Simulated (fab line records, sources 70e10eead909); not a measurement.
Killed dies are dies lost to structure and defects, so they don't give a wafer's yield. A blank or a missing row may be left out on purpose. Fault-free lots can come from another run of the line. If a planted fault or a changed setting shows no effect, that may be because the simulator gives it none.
The tool behind it: which one? :: flow nand-harc :: 12 lots with 36 wafers sampled at 2 steps, on a route of 1302 steps

WHAT THE GAUGES READ, wafer by wafer
NHARC_P_CONTACT_CD_MEAS_12: the cd target is 90 nm.
lot: L075
measured: day 6 07:36
on: cd-sem-01
cd-nm (nm): 89.5 90.1 90.4

lot: L077
measured: day 7 05:07
on: cd-sem-02
cd-nm (nm): 91.8 90.1 89.9

lot: L079
measured: day 8 03:37
on: cd-sem-03
cd-nm (nm): 89.1 89.7 89.5

lot: L082
measured: day 9 01:49
on: cd-sem-03
cd-nm (nm): 91.3 91.6 91.7

lot: L083
measured: day 9 18:10
on: cd-sem-03
cd-nm (nm): 89.0 90.0 90.6

lot: L085
measured: day 10 09:50
on: cd-sem-03
cd-nm (nm): 90.9 92.5 90.8

lot: L087
measured: day 11 22:13
on: cd-sem-02
cd-nm (nm): 92.7 91.6 91.9

lot: L089
measured: day 12 03:23
on: cd-sem-02
cd-nm (nm): 88.5 88.8 89.0

lot: L091
measured: day 13 01:31
on: cd-sem-03
cd-nm (nm): 91.9 90.3 91.2

lot: L093
measured: day 13 23:18
on: cd-sem-01
cd-nm (nm): 90.4 90.6 89.5

lot: L095
measured: day 14 16:30
on: cd-sem-02
cd-nm (nm): 88.5 89.6 89.5

lot: L097
measured: day 15 12:25
on: cd-sem-02
cd-nm (nm): 88.4 88.6 89.1

TOOL THAT RAN EACH LOT (tool first, then ch and the chambers of the sampled wafers, then the start)
lot: L075
NHARC_P_GATE_RTA_80: rtp-anneal-01 ch 0, day 6 05:22

lot: L077
NHARC_P_GATE_RTA_80: rtp-anneal-02 ch 0, day 7 02:49

lot: L079
NHARC_P_GATE_RTA_80: rtp-anneal-01 ch 0, day 8 01:06

lot: L082
NHARC_P_GATE_RTA_80: rtp-anneal-01 ch 0, day 8 23:41

lot: L083
NHARC_P_GATE_RTA_80: rtp-anneal-01 ch 0, day 9 16:02

lot: L085
NHARC_P_GATE_RTA_80: rtp-anneal-01 ch 0, day 10 07:34

lot: L087
NHARC_P_GATE_RTA_80: rtp-anneal-01 ch 0, day 11 20:01

lot: L089
NHARC_P_GATE_RTA_80: rtp-anneal-02 ch 0, day 12 01:05

lot: L091
NHARC_P_GATE_RTA_80: rtp-anneal-01 ch 0, day 12 23:24

lot: L093
NHARC_P_GATE_RTA_80: rtp-anneal-01 ch 0, day 13 21:05

lot: L095
NHARC_P_GATE_RTA_80: rtp-anneal-02 ch 0, day 14 14:22

lot: L097
NHARC_P_GATE_RTA_80: rtp-anneal-01 ch 0, day 15 10:17
- NHARC_P_GATE_RTA_80: time 30 s.

THE ANSWER, worked out from the rows above alone
Rule: what is usual is taken from the lots themselves. The widest of any qualifying gaps counts: lots, ordered by their means at a reading, are off when they make up no more than a third of the lots, leave a main group of 4 or more, and stand apart from it by 3 or more times the standard deviation of that group's means. The tables above print the reading to a certain number of digits; a main group whose means all agree to those digits is not used. Also off: a lot with no number at a reading for which 4 or more lots have one. Any other lot the step has rows for is counted as sound.
Nothing can be told from this: no lot is off at any reading shown.

WHAT HAD BEEN PUT IN BY THE SIMULATOR
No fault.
